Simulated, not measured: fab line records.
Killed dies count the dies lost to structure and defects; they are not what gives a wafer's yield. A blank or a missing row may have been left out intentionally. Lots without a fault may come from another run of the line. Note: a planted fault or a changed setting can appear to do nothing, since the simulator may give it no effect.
Comparing a struck lot with a sound one + flow n5_finfet + 42 steps out of a route of 1938
Sound: these wafers, L811.1, L811.2, L811.6. Struck: wafer L819.4 (left out: L819.2, L819.5 of the same lot, which were not struck); the cause appears at the end.
Per side, at each step with rows, come the tool, then ch with its chambers, and then its first start. Under that, the readings that differ: sound wafers + struck wafers + difference of the means + sigmas: that difference in standard deviations of wafers without a fault.
alike: readings with means less than 2 such deviations apart, plus words and numbers identical on both sides. not compared: withheld readings, readings lacking a value on some wafer, bounds such as >300 that could conceal the same value, and numbers that have no deviation in the record and whose values overlap.
Wherever a step has rows on one side only, a row that says differs or no value, or a row with sigmas, the two part there. Numbers that have no deviation but don't overlap get no sigmas and don't part them. A reading missing from all wafers of one side parts the sides only when that side holds two or more wafers.

first, 7 steps without rows for these wafers: N5_PASSIVATION_COAT_04; N5_PASSIVATION_EBR_06; N5_PASSIVATION_SOFTBAKE_05 (time 90 s); N5_PASSIVATION_EXPOSE_07 (exposes mask TV, defocus 0 nm, target cd 3000 nm); N5_PASSIVATION_PEB_08; N5_PASSIVATION_DEVELOP_09 (develop time 60 s); N5_PASSIVATION_HARDBAKE_11 (time 120 s).
N5_PASSIVATION_CD_MEAS_10 targets a cd of 3000 nm.
  sound on cd_sem-02 ch 0, day 12 16:29; struck on cd_sem-01 ch 0, day 14 18:43
  alike: cd_nm
N5_PASSIVATION_OVL_MEAS_60:
  sound on overlay-02 ch 0, day 12 16:31; struck on overlay-01 ch 0, day 14 18:45
  alike: TV_OVL
N5_PASSIVATION_INSPECT_61: inspects for defects (macro).
  struck on defect_inspect-01, day 14 18:47; sound on defect_inspect-02, day 12 16:32
  alike: raw_defect_count
then, 2 steps without rows for these wafers: N5_PASSIVATION_DESCUM_12 (chemistry O2, time 7.9 s); N5_PASSIVATION_PASS_ETCH_74 (etches SiNx in CF4/O2, target depth 220 nm, time 110 s).
N5_PASSIVATION_VIA_ETCH_13: etches SiO2 in CHF3/O2, target depth 660 nm, time 330 s.
  sound on rie_diel-02 ch 1,2, day 12 17:08; struck on rie_diel-02 ch 1, day 14 19:08
  alike: drypump_motor_current_A, etch_rf_on_time_s, oes_product_au, rf_vpp_V, showerhead_plenum_p_Torr, throttle_valve_pct
  not compared: rf_hours_counter_h
then, 1 step without rows for these wafers: N5_PASSIVATION_STRIP_14 (strips in O2).
N5_PASSIVATION_ETCH_15: etches SiCN in CF4/N2, target depth 75 nm, time 81.2 s.
  sound on rie_diel-02 ch 1,2; struck on rie_diel-02 ch 1
  alike: drypump_motor_current_A, oes_product_au, rf_vpp_V, showerhead_plenum_p_Torr, throttle_valve_pct
  not compared: rf_hours_counter_h
then, 2 steps without rows for these wafers: N5_PASSIVATION_STRIP_73 (strips in post etch residue remover, time 60 s); N5_PASSIVATION_SRD_17 (time 30 s, dry time 30 s).
N5_PASSIVATION_DEGAS_18: time 60 s.
  struck on pvd_sputter-03, day 14 19:46; sound on pvd_sputter-01, day 12 17:47
  alike: heater_power_w, susceptor_temp_C
N5_PASSIVATION_PRE_CLEAN_19:
  struck on pvd_sputter-03, day 14 19:48; sound on pvd_sputter-01, day 12 17:50
  alike: heater_power_w
  not compared: susceptor_temp_C
then, 1 step without rows for these wafers: N5_PASSIVATION_SPUTTER_20 (material TaN, target thk 50 nm).
N5_PASSIVATION_AL_DEP_21: deposits Al, target thk 2800 nm, time 170 s.
  struck on pvd_sputter-03, day 14 19:56; sound on pvd_sputter-01, day 12 17:58
  alike: substrate_temp_c, susceptor_temp_C, throttle_valve_pct
then, 8 steps without rows for these wafers: N5_PASSIVATION_HMDS_23 (time 60 s); N5_PASSIVATION_COAT_24; N5_PASSIVATION_EBR_26; N5_PASSIVATION_SOFTBAKE_25 (time 90 s); N5_PASSIVATION_EXPOSE_27 (exposes mask PAD, defocus 0 nm); N5_PASSIVATION_PEB_28; N5_PASSIVATION_DEVELOP_29 (develop time 60 s); N5_PASSIVATION_HARDBAKE_31 (time 120 s).
N5_PASSIVATION_CD_MEAS_30 targets a cd of 4000 nm.
  sound on cd_sem-01 ch 0, day 12 18:34; struck on cd_sem-01 ch 0, day 14 20:32
  alike: cd_nm
N5_PASSIVATION_OVL_MEAS_63:
  sound on overlay-02 ch 0, day 12 18:35; struck on overlay-01 ch 0, day 14 20:34
  alike: PAD_OVL
N5_PASSIVATION_DESCUM_32: chemistry O2, time 7.9 s.
  sound on rie_diel-05 ch 0,1,3, day 12 18:39; struck on rie_diel-05 ch 1, day 14 20:38
| reading                         | sound          | struck | difference | sigmas |
|---------------------------------|----------------|--------|------------|--------|
| oes_product_au (a.u.)           | 0.78 0.67 0.68 | 0.98   | +0.27      | +3     |
| showerhead_plenum_p_Torr (Torr) | 2.18 2.07 1.95 | 2.21   | +0.14      | +2     |
  alike: drypump_motor_current_A, rf_vpp_V, throttle_valve_pct
  not compared: rf_hours_counter_h
then, 9 steps without rows for these wafers: N5_PASSIVATION_AL_ETCH_33 (etches Al in Cl2/BCl3, stops on TaN, target depth 2800 nm, time 466.7 s); N5_PASSIVATION_ETCH_59 (etches TaN in Cl2/BCl3, target depth 65 nm, time 34.9 s); N5_PASSIVATION_STRIP_34 (strips in O2); N5_PASSIVATION_STRIP_51 (strips in post etch residue remover, time 1200 s); N5_PASSIVATION_CLEAN_69 (cleans in IPA, time 180 s); N5_PASSIVATION_SRD_70 (time 30 s); N5_PASSIVATION_PECVD_53 (deposits SiO2 from TEOS/O2, target thk 800 nm, time 169.4 s); N5_PASSIVATION_PECVD_35 (deposits SiNx from SiH4/NH3/N2, target thk 700 nm, time 151.3 s); N5_PASSIVATION_HMDS_37 (time 60 s).
N5_PASSIVATION_PROBE_49:
  struck on prober-01, day 15 01:39; sound on prober-01, day 12 23:38
| reading                  | sound          | struck | difference | sigmas |
|--------------------------|----------------|--------|------------|--------|
| defect_limited_yield (%) | 93.1 90.0 93.0 | 80.5   | -11.5      | -8     |
| killed_at_other          | 3 5 3          | 144    | +140       | +50    |
| killed_dies              | 81 118 83      | 230    | +136       | +8     |
| sort_bin_5_function (%)  | 3.5 6.6 3.9    | 11.6   | +6.9       | +6     |
| sort_bin_6_memory (%)    | 3.3 3.0 2.8    | 4.8    | +1.8       | +3     |
| sort_n_pass              | 1099 1062 1097 | 950    | -136       | -8     |
| sort_yield_pct (%)       | 93.1 90.0 93.0 | 80.5   | -11.5      | -8     |
  alike: killed_at_M0_to_M3, killed_at_M4_up, killed_at_contacts, killed_at_front_end, killed_open, killed_short

== WHERE THEY PART ==
First at N5_PASSIVATION_DESCUM_32; last, within this record, at N5_PASSIVATION_PROBE_49.

WHY: whatever the simulator had introduced
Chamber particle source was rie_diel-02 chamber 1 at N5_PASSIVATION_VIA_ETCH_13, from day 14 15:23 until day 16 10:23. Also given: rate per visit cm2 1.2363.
